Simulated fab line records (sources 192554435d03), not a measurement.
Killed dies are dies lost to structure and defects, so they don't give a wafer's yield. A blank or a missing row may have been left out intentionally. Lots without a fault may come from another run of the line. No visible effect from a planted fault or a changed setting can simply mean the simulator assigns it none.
Struck lot and sound lot, side by side    flow n5_finfet    17 steps out of a route of 1938
Sound: these wafers, L510.2, L510.4, L510.6. Struck: wafer L529.3 (L529.2, L529.5, from the same lot, were not struck and are left out); the cause is given at the end.
Order at every step that has rows: each side's tool, ch and its chambers, its first start. Under that, the readings that differ: sound wafers    struck wafers    difference of the means    sigmas: that difference in standard deviations of wafers without a fault.
alike: words and numbers the same on both sides, and readings whose means are apart by under 2 such deviations; not compared: readings that were withheld, readings missing a value for some wafer, numbers with overlapping values and no deviation given by the record, and bounds like >300 which may hide the same value.
The two part at a step that has a row with sigmas, a row that says differs or no value, or rows on one side only. Numbers that don't overlap but have no deviation are shown without sigmas and don't part them. Lack of a reading on every wafer of one side parts them only where that side has two or more wafers.

N5_BEOL_M5_ANNEAL_89: time 1800 s.
  sound: pvd_sputter-01 at day 9 00:27; struck: pvd_sputter-02 at day 13 15:46
  alike: heater_power_w
then, 2 steps without rows for these wafers: N5_BEOL_M5_SPUTTER_90 (material Cu, target thk 4.5 nm, time 8.29 s); N5_BEOL_M5_ECD_50 (material Cu, target thk 300 nm).
N5_BEOL_M5_ANNEAL_51: time 90 s.
  sound on rtp_anneal-02 ch 0, day 9 01:42; struck on rtp_anneal-02 ch 0, day 13 17:11
  alike: anneal_temp_c, wafer_temp_C_max
N5_BEOL_M5_CMP_52: polishes, stops on SiCOH lowk, t overpolish 6.9 s, target thk 62 nm.
  sound on cmp-01 ch 0,1, day 9 02:01; struck on cmp-03 ch 3, day 13 17:27
  alike: barrier_field_endpoint_s, motor_current_A, overpolish_run_s, slurry_flow_ml_min, time_to_endpoint_s
  not compared: pad_life_wafers
N5_BEOL_M5_THK_MEAS_53: measures by xrf.
  sound: film_metro-01 at day 9 02:16; struck: film_metro-01 at day 13 17:44
  alike: M5_THK
then, 1 step without rows for these wafers: N5_BEOL_M5_PRE_CLEAN_77 (time 15 s).
N5_BEOL_M5_CO_CAP_78: material Co, precursor CCTBA/H2, target thk 2 nm, time 102.1 s.
  sound on cvd_co-01 ch 1,2, day 9 02:20; struck on cvd_co-01 ch 0, day 13 17:49
reading             sound        struck  difference  sigmas
heater_power_w (W)  235 231 255  295     +55         +2
then, 2 steps without rows for these wafers: N5_BEOL_M5_PRE_CLEAN_55 (time 15 s); N5_BEOL_M5_DEP_56 (deposits SiCN from 3MS/NH3, target thk 8 nm, time 14 s).
N5_BEOL_M5_RS_MEAS_57: uses a four-point probe to measure.
  sound: film_metro-01 at day 9 02:31; struck: film_metro-02 at day 13 18:02
  alike: M5_RS
N5_BEOL_M5_INSPECT_58: inspects for defects (darkfield).
  sound: defect_inspect-01 at day 9 02:33; struck: defect_inspect-02 at day 13 18:04
  alike: raw_defect_count
N5_BEOL_M6_ILD_DEP_00: deposits SiCOH lowk from DEMS/porogen, target thk 179.75 nm, time 33.4 s.
  sound on pecvd-04 ch 0,2, day 9 02:35; struck on pecvd-04 ch 1, day 13 18:05
reading                          sound              struck  difference  sigmas
showerhead_plenum_p_Torr (Torr)  5.766 5.751 5.746  5.732   -0.022      -2
  alike: heater_power_w, throttle_valve_pct
then, 1 step without rows for these wafers: N5_BEOL_M6_CURE_74 (cures SiCOH lowk, time 240 s).
N5_BEOL_M6_THK_MEAS_01:
  sound: film_metro-01 at day 9 03:18; struck: film_metro-02 at day 13 18:40
reading          sound              struck  difference  sigmas
M6_ILD_THK (nm)  159.9 163.3 160.8  134.7   -26.6       -11
N5_BEOL_M6_PECVD_70: deposits SiO2 from TEOS/O2, target thk 20 nm, time 22.7 s.
  sound on pecvd-01 ch 0,2, day 9 03:20; struck on pecvd-04 ch 2, day 13 18:43
reading                          sound           struck  difference  sigmas
showerhead_plenum_p_Torr (Torr)  8.87 8.86 8.85  8.79    -0.07       -2
throttle_valve_pct (%)           23.7 23.7 21.4  20.2    -2.7        -2
  alike: heater_power_w
-- the record jumps here: 4 days lie between the struck wafers' starts before and after (it left off in module BEOL_M6 and takes up again in module PASSIVATION, whose first step shown is number 1936 of the route) --
N5_PASSIVATION_PROBE_49:
  sound: prober-01 at day 12 22:58; struck: prober-02 at day 17 13:08
  alike: defect_limited_yield, killed_at_M0_to_M3, killed_at_M4_up, killed_at_contacts, killed_at_front_end, killed_at_other, killed_dies, killed_open, killed_short, sort_bin_4_leakage, sort_bin_5_function, sort_bin_6_memory, sort_bin_8_speed, sort_n_pass, sort_yield_pct

WHERE THEY PART
At N5_BEOL_M5_CO_CAP_78 first; at N5_BEOL_M6_PECVD_70 last (within this record only). Later steps at which nothing parts them and some readings are alike: N5_PASSIVATION_PROBE_49.

WHY: whatever the simulator had introduced
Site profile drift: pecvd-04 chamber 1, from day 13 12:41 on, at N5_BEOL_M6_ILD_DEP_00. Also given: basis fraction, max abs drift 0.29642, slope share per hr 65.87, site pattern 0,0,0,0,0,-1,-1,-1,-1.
